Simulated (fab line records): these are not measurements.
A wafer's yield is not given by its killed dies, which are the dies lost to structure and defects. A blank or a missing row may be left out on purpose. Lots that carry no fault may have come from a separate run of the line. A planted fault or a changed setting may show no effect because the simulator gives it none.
One fault through the eyes of 2 desks -- flow n5 finfet -- each desk holds nothing but its own numbers, with what lay behind them at the end

== DESK OF THE TOOL OWNER: pecvd-04 ==
The tool's own readings at N5_BEOL_M0_DEP_125 (deposits SiCN from 3MS/NH3, target thk 8 nm, time 14 s): means of the sampled wafers that have a number, for each lot that ran on this tool. Any lot whose mean is over 4 standard deviations away from the usual mean is out of limits and marked OUT; that distance is given in the brackets.
Columns: A = showerhead plenum p Torr at N5_BEOL_M0_DEP_125, usual 3.666 Torr; B = throttle valve pct at N5_BEOL_M0_DEP_125, usual 9.3 %
lot,first seen here,A,B
L978,day 6 23:34,3.672,9.8
L986,day 8 14:14,3.668,9.4
L987,day 8 23:28,3.666,9.7
This desk's finding: nothing out of limits on any of the 3 lots.

== AT THE METROLOGY DESK ==
Lot by lot, what the gauges showed, no matter which tool ran the lot: averages of those sampled wafers that carry a number. Any lot whose mean is over 4 standard deviations away from the usual mean is out of limits and marked OUT; that distance is given in the brackets. Of its 11 readings 7 are shown: those that lie furthest out on some lot.
Columns: A = M0_RS at N5_BEOL_M0_RS_MEAS_126, usual 0.534 ohm/sq; B = DIBL_N at N5_BEOL_M4_RC_MEAS_101, usual 36.1 mV/V; C = IOFF_P at N5_BEOL_M4_RC_MEAS_101, usual 0.21 nA/um; D = ION_P at N5_BEOL_M4_RC_MEAS_101, usual 462 uA/um; E = SS_N at N5_BEOL_M4_RC_MEAS_101, usual 71.6 mV/dec; F = VT_N at N5_BEOL_M4_RC_MEAS_101, usual 249 mV; G = VT_P at N5_BEOL_M4_RC_MEAS_101, usual -250 mV
lot,first seen here,A,B,C,D,E,F,G
L978,day 6 23:38,0.528,37.2,0.22,459,72.2,250,-250
L981,day 7 20:04,0.524,36.8,0.21,455,72.3,251,-252
L986,day 8 14:18,0.513,34.1,0.22,467,71.5,248,-247
L987,day 8 23:31,0.563,35.9,0.23,468,71.7,250,-249
L998,day 11 09:37,0.563,36.9,0.18,464,71.0,248,-252
L997,day 11 16:22,0.525,35.9,0.26,469,71.4,246,-246
This desk's finding: nothing out of limits on any of the 6 lots.

== TAKEN TOGETHER ==
The desk of the tool owner found nothing out of limits.
Nothing out of limits was seen by the metrology desk.

== WHAT HAD BEEN PUT IN BY THE SIMULATOR ==
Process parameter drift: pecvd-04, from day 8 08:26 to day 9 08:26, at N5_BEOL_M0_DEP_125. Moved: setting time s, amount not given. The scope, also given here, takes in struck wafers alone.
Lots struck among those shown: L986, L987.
